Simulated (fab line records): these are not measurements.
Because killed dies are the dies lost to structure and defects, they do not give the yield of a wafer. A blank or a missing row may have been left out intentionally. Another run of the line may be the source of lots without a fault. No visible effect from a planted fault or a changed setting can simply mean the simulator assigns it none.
fab line records -- flow nandHarc
record lots=5, wafers=15, lastDay=34
route steps=1302 shown P_ZERO_WELL@29 END@1302
lots with no fault: from the same line, run without faults
startH: start of the lot's first displayed wafer, in hours after the record's first day -- waitH: time in hours since the lot's previous step -- " as in the row above -- L1.1+2: a single row standing in for several wafers -- - no value, or no start was given -- * or withheld: withheld -- < > ~ a bound
route shown NAME@n: NAME is a module with steps in the file, n the number in the route of the first one -- usual: mean/standard deviation of fault-free wafers -- same: alike in all rows -- chamber/n: place in a boat -- sites: per-site readings -- _std_site: how widely they spread, as a standard deviation -- _edge_site: mean of outer sites minus mean of inner sites -- radiusMm: for every site, how far away it sits from the centre of the wafer -- mask NAME#n: copy n -- behind: the most recent tool/chamber to have shaped the wafer -- hold: reason for holding the lot/hours on hold/outcome of the hold -- device: names the non-switching transistor (n, p or np) -- end of line: tests run on the same wafers once the route is complete -- for a step that has no rows: nothing shown but its recipe -- killed: not the wafer's yield, but the dies lost to structure and defects at the first sort -- map: the dies of a wafer, with x for killed, . for not killed, _ for no die there
set.NAME: the setting that was run; set.NAME@STEP: the one run at that earlier step -- model.NAME: the simulator's own value behind a step, which no gauge read
lots at some steps of the route; a table a step, a row a wafer
services: the hour from which a tool's chamber was out of use, counted from the record's first day as startH (under 0 if before that day), plus the number of hours and why
## steps
# step NHARC_P_ZERO_WELL_CD_MEAS_24
# recipe targetCdNm=720, landingEnergyEv=500
# usual cdNm=720.1/1.5
lot.wafer,tool,chamber,startH,waitH,cdNm
L833.2,cdSem-03,0,62.69,-,718.0
L833.3,cdSem-03,0,62.69,-,718.3
L833.5,cdSem-03,0,62.69,-,720.0
L835.1,cdSem-02,0,82.33,-,718.8
L835.2,cdSem-02,0,82.33,-,720.4
L835.3,cdSem-02,0,82.33,-,721.4
L842.1,cdSem-01,0,152.52,-,721.5
L842.3,cdSem-01,0,152.52,-,721.7
L842.4,cdSem-01,0,152.52,-,721.3
L846.1,cdSem-03,0,192.34,-,719.1
L846.2,cdSem-03,0,192.34,-,716.7
L846.6,cdSem-03,0,192.34,-,719.4
L851.1,cdSem-03,0,242.33,-,719.0
L851.2,cdSem-03,0,242.33,-,720.5
L851.5,cdSem-03,0,242.33,-,720.2
# step NHARC_P_ZERO_WELL_HARDBAKE_25
# recipe tempC=125, timeS=80
# step NHARC_P_ZERO_WELL_DESCUM_26
# recipe timeS=3, o2FlowSccm=200, arFlowSccm=0, biasPowerW=0, chemistry=O2
# usual drypumpMotorCurrentA=5.94/0.26, oesProductAu=1.000/0.011, rfVppV=57.6/0.83, showerheadPlenumPTorr=1.87/0.062, throttleValvePct=11.312/0.0097
lot.wafer,tool,chamber,startH,waitH,drypumpMotorCurrentA,oesProductAu,rfHoursCounterH,rfVppV,showerheadPlenumPTorr,throttleValvePct
L833.3,rieDiel-02,2,62.86,-,6.11,1.006,7,58.1,1.96,11.300
L833.2,rieDiel-02,0,62.86,-,5.93,1.008,5,56.0,1.83,11.323
L833.5,rieDiel-02,2,62.86,-,6.14,1.004,-,57.1,1.96,11.306
L835.1,rieDiel-06,0,82.49,-,5.18,0.996,41,57.7,1.95,11.311
L835.3,rieDiel-06,2,82.49,-,6.22,0.994,45,57.6,1.87,11.320
L835.2,rieDiel-06,3,82.49,-,5.76,1.001,42,57.3,1.78,11.314
L842.4,rieDiel-06,0,152.69,-,5.13,0.986,2,58.3,1.94,11.305
L842.1,rieDiel-06,1,152.69,-,6.03,1.032,3,58.6,1.99,11.319
L842.3,rieDiel-06,2,152.69,-,6.21,0.986,3,58.5,1.87,11.291
L846.2,rieDiel-02,2,192.50,-,6.12,0.998,47,58.1,1.95,11.312
L846.1,rieDiel-02,0,192.50,-,5.96,1.013,44,55.9,1.82,11.296
L846.6,rieDiel-02,2,192.50,-,6.10,1.015,-,57.4,1.95,11.316
L851.2,rieDiel-06,1,242.51,-,6.06,1.010,36,58.9,1.98,11.306
L851.1,rieDiel-06,2,242.51,-,6.22,0.986,31,59.0,1.86,11.315
L851.5,rieDiel-06,1,242.51,-,6.05,1.015,-,57.8,1.98,11.330
# step NHARC_P_ZERO_WELL_IMPLANT_27
# recipe energyKev=600, doseCm2=1e+13, tiltDeg=7
# step NHARC_P_ZERO_WELL_IMPLANT_57
# recipe energyKev=250, doseCm2=4e+12, tiltDeg=7
# step NHARC_P_ZERO_WELL_IMPLANT_58
# recipe energyKev=100, doseCm2=2e+12, tiltDeg=7
# step NHARC_P_ZERO_WELL_STRIP_28
# recipe timeS=840, tempC=130, chemistry=SPM
# step NHARC_P_ZERO_WELL_DEHYDRATE_29
# recipe tempC=150, timeS=120
# step NHARC_P_ZERO_WELL_HMDS_30
# recipe timeS=30
# step NHARC_P_ZERO_WELL_COAT_31
# recipe spinRpm=withheld
# step NHARC_P_ZERO_WELL_SOFTBAKE_32
# recipe tempC=122, timeS=95
# step NHARC_P_ZERO_WELL_EBR_33
# step NHARC_P_ZERO_WELL_EXPOSE_34
# recipe na=0.6, targetCdNm=720, doseMj=22.31, maskId=P_PWELL
lot.wafer,tool,chamber,startH,waitH,mask
L833.2+3+5,krfScanner-04,0,64.05,-,P_PWELL#0
L835.1+2+3,krfScanner-03,0,83.68,-,P_PWELL#0
L842.1+3+4,krfScanner-02,0,154.03,-,P_PWELL#0
L846.1+2+6,krfScanner-03,0,193.82,-,P_HVPW#0
L851.1+2+5,krfScanner-02,0,243.70,-,P_PWELL#0
# step NHARC_P_ZERO_WELL_PEB_35
# recipe pebTempC=118, pebTimeS=85
# step NHARC_P_ZERO_WELL_DEVELOP_36
# recipe timeS=70
# step NHARC_P_ZERO_WELL_CD_MEAS_37
# recipe targetCdNm=720, landingEnergyEv=500
# usual cdNm=720.8/1.7
lot.wafer,tool,chamber,startH,waitH,cdNm
L833.2,cdSem-03,0,64.20,-,721.4
L833.3,cdSem-03,0,64.20,-,721.6
L833.5,cdSem-03,0,64.20,-,722.3
L835.1,cdSem-01,0,83.83,-,722.2
L835.2,cdSem-01,0,83.83,-,718.4
L835.3,cdSem-01,0,83.83,-,721.3
L842.1,cdSem-03,0,154.18,-,720.5
L842.3,cdSem-03,0,154.18,-,719.9
L842.4,cdSem-03,0,154.18,-,721.2
L846.1,cdSem-01,0,193.98,-,-
L846.2,cdSem-01,0,193.98,-,-
L846.6,cdSem-01,0,193.98,-,-
L851.1,cdSem-03,0,243.85,-,720.1
L851.2,cdSem-03,0,243.85,-,719.4
L851.5,cdSem-03,0,243.85,-,719.9
# step NHARC_P_ZERO_WELL_HARDBAKE_38
# recipe tempC=125, timeS=80
# step NHARC_END_SORT_01
# recipe tempC=25
# usual killedAtArray=58/20, killedAtOther=0.8/1, killedAtPeriphery=4.6/2.8, killedDies=63/19, killedOpen=3.4/2, killedShort=2.4/1.8
# same grossDies=677
lot.wafer,tool,chamber,startH,waitH,hold,killedAtArray,killedAtOther,killedAtPeriphery,killedDies,killedOpen,killedShort
L833.2,prober-01,0,598.46,2.8,-,20,3,5,28,1,1
L833.3,prober-01,0,599.26,3.1,-,25,4,8,37,4,1
L833.5,prober-01,0,600.85,3.7,-,19,2,5,26,1,0
L835.1,prober-01,0,622.06,2.5,-,79,3,5,87,3,3
L835.2,prober-01,0,622.86,2.8,-,65,1,3,69,3,2
L835.3,prober-01,0,623.67,3.1,-,50,0,4,54,3,5
L842.1,prober-02,0,701.29,2.4,-,46,0,4,50,6,3
L842.3,prober-02,0,702.91,3.1,-,37,0,2,39,4,1
L842.4,prober-02,0,703.72,3.4,-,89,0,2,91,2,1
L846.1,prober-01,0,761.47,2.5,awaitDispo/1.3h/scrap,55,0,622,677,4,1
L846.2,prober-01,0,762.27,2.8,awaitDispo/1.3h/scrap,60,0,617,677,3,2
L846.6,prober-01,0,765.47,4.0,awaitDispo/1.3h/scrap,53,0,624,677,4,3
L851.1,prober-02,0,801.62,2.5,-,60,1,1,62,5,2
L851.2,prober-02,0,802.42,2.8,-,70,0,7,77,5,5
L851.5,prober-02,0,804.81,3.7,-,79,2,9,90,8,0
# killed by level:class
L833.2 A_CHANNEL_HOLE_D2:chamberFilmFlake=8 A_CHANNEL_HOLE_D1:chamberFilmFlake=7 P_GATE:chamberFilmFlake=3 THIN_TSV:chamberFilmFlake=2 A_ONON_D1:geometricParticle:short=1 P_STI:chamberFilmFlake=1 P_BONDPAD:chamberFilmFlake=1 STARTING-WAFER:geometricParticle:open=1
L833.3 A_CHANNEL_HOLE_D2:chamberFilmFlake=9 A_CHANNEL_HOLE_D1:chamberFilmFlake=8 P_BONDPAD:chamberFilmFlake=6 THIN_TSV:chamberFilmFlake=4 P_M0:geometricParticle:open=1 A_ONON_D1:geometricParticle:open=1 A_CHANNEL_FILL_D1:geometricParticle:open=1 A_SGD_CUT:geometricParticle:short=1
L833.5 A_CHANNEL_HOLE_D2:chamberFilmFlake=8 A_CHANNEL_HOLE_D1:chamberFilmFlake=7 P_BONDPAD:chamberFilmFlake=3 A_CONTACT:chamberFilmFlake=2 THIN_TSV:chamberFilmFlake=2 P_M0:geometricParticle:open=1 P_GATE:chamberFilmFlake=1 A_DECK1_JOINT:chamberFilmFlake=1
L835.1 A_CHANNEL_HOLE_D1:chamberFilmFlake=33 A_SLIT:chamberFilmFlake=22 A_CHANNEL_HOLE_D2:chamberFilmFlake=11 P_STI:chamberFilmFlake=4 A_CONTACT:chamberFilmFlake=4 A_WL_FILL:geometricParticle:short=2 A_CHANNEL_FILL_D1:chamberFilmFlake=2 A_STAIRCASE:chamberFilmFlake=2
L835.2 A_SLIT:chamberFilmFlake=34 A_CHANNEL_HOLE_D1:chamberFilmFlake=19 A_CHANNEL_HOLE_D2:chamberFilmFlake=4 A_STAIRCASE:chamberFilmFlake=2 P_GATE:geometricParticle:short=1 P_GATE:geometricParticle:open=1 A_ONON_D2:geometricParticle:open=1 A_ONON_D2:geometricParticle:short=1
L835.3 A_CHANNEL_HOLE_D1:chamberFilmFlake=18 A_SLIT:chamberFilmFlake=13 A_CHANNEL_HOLE_D2:chamberFilmFlake=9 A_ONON_D1:geometricParticle:short=3 P_STI:chamberFilmFlake=2 P_M0:geometricParticle:short=1 A_CHANNEL_FILL_D2:geometricParticle:short=1 A_WL_FILL:geometricParticle:open=1
L842.1 A_CHANNEL_HOLE_D1:chamberFilmFlake=16 A_SLIT:chamberFilmFlake=11 A_CHANNEL_HOLE_D2:chamberFilmFlake=8 P_CONTACT:geometricParticle:open=2 A_CHANNEL_FILL_D2:geometricParticle:open=2 A_STAIRCASE:chamberFilmFlake=2 A_CONTACT:chamberFilmFlake=2 P_M0:geometricParticle:open=1
L842.3 A_CHANNEL_HOLE_D1:chamberFilmFlake=15 A_SLIT:chamberFilmFlake=11 A_CHANNEL_HOLE_D2:chamberFilmFlake=7 P_CONTACT:geometricParticle:open=1 P_M0:geometricParticle:open=1 A_DECK1_JOINT:geometricParticle:short=1 A_CONTACT:geometricParticle:open=1 A_M1:geometricParticle:open=1
L842.4 A_CHANNEL_HOLE_D1:chamberFilmFlake=39 A_SLIT:chamberFilmFlake=25 A_CHANNEL_HOLE_D2:chamberFilmFlake=20 P_CONTACT:geometricParticle:open=2 A_CONTACT:chamberFilmFlake=2 A_M1:geometricParticle:short=1 A_STAIRCASE:chamberFilmFlake=1 A_WL_FILL:chamberFilmFlake=1
L846.1 P_ZERO_WELL:areaExpose=620 A_SLIT:chamberFilmFlake=23 A_CHANNEL_HOLE_D1:chamberFilmFlake=11 A_STAIRCASE:chamberFilmFlake=8 A_CONTACT:chamberFilmFlake=6 A_WL_FILL:chamberFilmFlake=3 P_M0:geometricParticle:open=1 A_SOURCE_PLATE:geometricParticle:open=1
L846.2 P_ZERO_WELL:areaExpose=613 A_SLIT:chamberFilmFlake=36 A_CHANNEL_HOLE_D1:chamberFilmFlake=10 A_CONTACT:chamberFilmFlake=7 A_WL_FILL:chamberFilmFlake=2 P_GATE:geometricParticle:open=1 A_ONON_D1:geometricParticle:open=1 A_ONON_D1:geometricParticle:short=1
L846.6 P_ZERO_WELL:areaExpose=620 A_SLIT:chamberFilmFlake=26 A_CHANNEL_HOLE_D1:chamberFilmFlake=13 A_STAIRCASE:chamberFilmFlake=5 P_M0:chamberFilmFlake=2 A_WL_FILL:chamberFilmFlake=2 P_M0:geometricParticle:short=1 A_ONON_D1:geometricParticle:short=1
L851.1 A_CHANNEL_HOLE_D2:chamberFilmFlake=16 A_CHANNEL_HOLE_D1:chamberFilmFlake=15 A_SLIT:chamberFilmFlake=15 A_WL_FILL:chamberFilmFlake=4 A_BLC:geometricParticle:open=2 A_DECK1_JOINT:geometricParticle:open=1 A_ONON_D2:geometricParticle:short=1 A_CHANNEL_HOLE_D2:geometricParticle:open=1
L851.2 A_SLIT:chamberFilmFlake=24 A_CHANNEL_HOLE_D2:chamberFilmFlake=21 A_CHANNEL_HOLE_D1:chamberFilmFlake=10 P_BONDPAD:chamberFilmFlake=4 A_CHANNEL_FILL_D1:geometricParticle:short=2 A_DECK1_JOINT:geometricParticle:open=2 P_GATE:chamberFilmFlake=2 A_STAIRCASE:chamberFilmFlake=2
L851.5 A_SLIT:chamberFilmFlake=35 A_CHANNEL_HOLE_D2:chamberFilmFlake=15 A_CHANNEL_HOLE_D1:chamberFilmFlake=12 A_WL_FILL:chamberFilmFlake=7 P_BONDPAD:chamberFilmFlake=5 A_CONTACT:geometricParticle:open=3 A_DECK1_JOINT:chamberFilmFlake=3 A_STAIRCASE:chamberFilmFlake=2
# map L846.1 (x killed, . not)
____________x____________
_________xxxxxxx_________
_______xxxxxxxxxxx_______
______xxxxxxxxxxxxx______
_____xxxxxxxxxxxxxxx_____
____xxxxxxxxxxxxxxxxx____
____xxxxxxxxxxxxxxxxx____
___xxxxxxxxxxxxxxxxxxx___
___xxxxxxxxxxxxxxxxxxx___
__xxxxxxxxxxxxxxxxxxxxx__
__xxxxxxxxxxxxxxxxxxxxx__
_xxxxxxxxxxxxxxxxxxxxxxx_
_xxxxxxxxxxxxxxxxxxxxxxx_
_xxxxxxxxxxxxxxxxxxxxxxx_
_xxxxxxxxxxxxxxxxxxxxxxx_
_xxxxxxxxxxxxxxxxxxxxxxx_
xxxxxxxxxxxxxxxxxxxxxxxxx
xxxxxxxxxxxxxxxxxxxxxxxxx
xxxxxxxxxxxxxxxxxxxxxxxxx
xxxxxxxxxxxxxxxxxxxxxxxxx
xxxxxxxxxxxxxxxxxxxxxxxxx
_xxxxxxxxxxxxxxxxxxxxxxx_
_xxxxxxxxxxxxxxxxxxxxxxx_
_xxxxxxxxxxxxxxxxxxxxxxx_
_xxxxxxxxxxxxxxxxxxxxxxx_
_xxxxxxxxxxxxxxxxxxxxxxx_
__xxxxxxxxxxxxxxxxxxxxx__
__xxxxxxxxxxxxxxxxxxxxx__
___xxxxxxxxxxxxxxxxxxx___
___xxxxxxxxxxxxxxxxxxx___
____xxxxxxxxxxxxxxxxx____
____xxxxxxxxxxxxxxxxx____
_____xxxxxxxxxxxxxxx_____
______xxxxxxxxxxxxx______
_______xxxxxxxxxxx_______
_________xxxxxxx_________
____________x____________
# map L835.1 (x killed, . not)
____________.____________
_________......._________
_______.....x....._______
______......x......______
_____..............._____
____............x....____
____........x.....x..____
___...................___
___........xx.x.......___
__.....................__
__.x...................__
_..................x...._
_.x....................._
_.xxx..............x...._
_x......................_
_xx.x..................._
.xx......................
xxx..x...........xx......
xxxx.xx..................
x.x.x.xxx.....x.x........
..x.x.xxx...x...x........
_....xxxx.x..x.........._
_....xxx.x..x...x..x...._
_..xxxx...x..x.........._
_..x.xxxx....xxx...x...._
_....x.x......x........._
__.x..x..x..x..........__
__......x..............__
___x..................___
___.............x.....___
____.................____
____.................____
_____..............._____
______.............______
_______......x...._______
_________......._________
____________.____________
## services
tool,chamber,startH,hours,kind
rieDiel-02,-,39.77,9.0,pm
krfScanner-03,-,52.01,4.0,pm
rieDiel-06,0,60.31,-,clean
rieDiel-06,1,60.31,-,clean
rieDiel-06,2,60.31,-,clean
rieDiel-06,3,60.31,-,clean
rieDiel-06,0,84.81,-,clean
rieDiel-06,1,84.81,-,clean
rieDiel-06,2,84.81,-,clean
rieDiel-06,3,84.81,-,clean
rieDiel-06,2,93.36,5.8,repair
krfScanner-02,-,94.00,4.0,pm
rieDiel-06,0,94.16,11.3,repair
rieDiel-06,0,109.32,-,clean
krfScanner-02,-,118.32,0.4,repair
krfScanner-02,-,124.71,0.4,repair
rieDiel-06,-,130.20,9.0,pm
krfScanner-04,-,138.09,8.3,repair
rieDiel-06,-,142.33,2.5,repair
rieDiel-02,2,150.21,1.2,repair
krfScanner-04,-,182.00,4.0,pm
rieDiel-02,3,198.51,4.3,repair
rieDiel-02,-,216.77,9.0,pm
krfScanner-03,-,224.01,4.0,pm
## key
firstSign step=NHARC_P_ZERO_WELL_EXPOSE_34, reading=mask, direction=changed
effect step=NHARC_P_ZERO_WELL_CD_MEAS_37, reading=cdNm, direction=missing
effect step=NHARC_END_SORT_01, reading=killedAtPeriphery, direction=up, sigmas=99+, usual=4.6, struck=621
moreKillsBornAt NHARC_P_ZERO_WELL_EXPOSE_34@krfScanner-03=1853
metAt NHARC_P_ZERO_WELL_EXPOSE_34
struckWafers L846.1,L846.2,L846.6
laterRowsLeftOut L846.1,L846.2,L846.6
testerLeftOut L846
onsetBetween 83.68 193.82
fault kind=wrongMask, tool=any, chamber=-, onsetH=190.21, steps=NHARC_P_ZERO_WELL_EXPOSE_34, auxCopy=P_HVPW#0, scope=struckLotsOnly
# testerLeftOut: of these lots the tester's yield and bins aren't shown, on N5 and GAA mostly nor the transistor test; their killed dies are dies lost to structure and defects alone, not to doping, threshold or leakage, so they don't give the yield
# laterRowsLeftOut: the simulator's readings of these wafers behind a module that went badly wrong aren't trusted and aren't shown, but for the sort
